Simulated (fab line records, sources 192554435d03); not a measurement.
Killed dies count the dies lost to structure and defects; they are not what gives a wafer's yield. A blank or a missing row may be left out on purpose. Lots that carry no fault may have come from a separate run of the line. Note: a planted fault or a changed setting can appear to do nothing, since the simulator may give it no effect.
Which tool did it? + flow n5_finfet + 36 wafers from 12 lots sampled at 2 of the route's 1938 steps

== WHAT EACH GAUGE READ, for each wafer ==
N5_BEOL_M7_CD_MEAS_18: pitch 80 nm, target cd 40 nm.
| lot  | measured     | on        | cd_nm (nm)     |
|------|--------------|-----------|----------------|
| L077 | day 9 15:22  | cd_sem-01 | 39.2 38.5 39.5 |
| L075 | day 10 04:24 | cd_sem-01 | 39.6 39.4 39.1 |
| L080 | day 11 09:13 | cd_sem-02 | 40.3 41.8 40.2 |
| L082 | day 11 09:28 | cd_sem-03 | 40.0 40.5 40.3 |
| L083 | day 11 15:37 | cd_sem-03 | 40.1 40.0 39.8 |
| L084 | day 12 16:08 | cd_sem-01 | 39.8 39.1 39.2 |
| L088 | day 12 20:54 | cd_sem-03 | 39.1 39.1 38.8 |
| L089 | day 13 00:23 | cd_sem-01 | 40.1 40.8 39.8 |
| L091 | day 13 18:14 | cd_sem-03 | 39.3 39.3 39.5 |
| L093 | day 14 08:50 | cd_sem-02 | 40.0 40.6 39.8 |
| L094 | day 15 09:43 | cd_sem-03 | 40.2 40.1 39.5 |
| L097 | day 16 08:50 | cd_sem-02 | 40.9 40.7 41.0 |

== WHAT TOOL EACH LOT RAN ON (gives the tool, then ch and the chambers of the sampled wafers, and finally the start) ==
| lot  | N5_BEOL_M7_ETCH_62                 |
|------|------------------------------------|
| L077 | rie_diel-05 ch 1,2,3, day 9 15:00  |
| L075 | rie_diel-04 ch 0,3, day 10 04:01   |
| L080 | rie_diel-03 ch 0,2,3, day 11 08:44 |
| L082 | rie_diel-05 ch 0,2, day 11 09:02   |
| L083 | rie_diel-03 ch 0,2, day 11 15:07   |
| L084 | rie_diel-03 ch 1,2, day 12 15:41   |
| L088 | rie_diel-05 ch 1,2,3, day 12 20:32 |
| L089 | rie_diel-04 ch 2,3, day 13 00:01   |
| L091 | rie_diel-05 ch 0,1, day 13 17:52   |
| L093 | rie_diel-05 ch 1,2,3, day 14 08:22 |
| L094 | rie_diel-03 ch 0,2, day 15 09:20   |
| L097 | rie_diel-05 ch 0,2, day 16 08:28   |
- N5_BEOL_M7_ETCH_62: etches SOC in N2/H2, target depth 110 nm, overetch 22 nm, time 165 s.

== THE ANSWER, worked out from the rows above alone ==
Rule: usual is defined by the lots themselves. The widest of any qualifying gaps counts: lots, ordered by their means at a reading, are off when they make up no more than a third of the lots, leave a main group of 4 or more, and stand apart from it by 3 or more times the standard deviation of that group's means. A main group is skipped when, at the precision printed for the reading in the tables above, its means are all equal. A lot without any number at a reading at which 4 lots or more have one is off too. Any other lot the step has rows for is counted as sound.
No lot is off at any reading shown: from this, nothing can be told.

== WHAT THE SIMULATOR PUT IN ==
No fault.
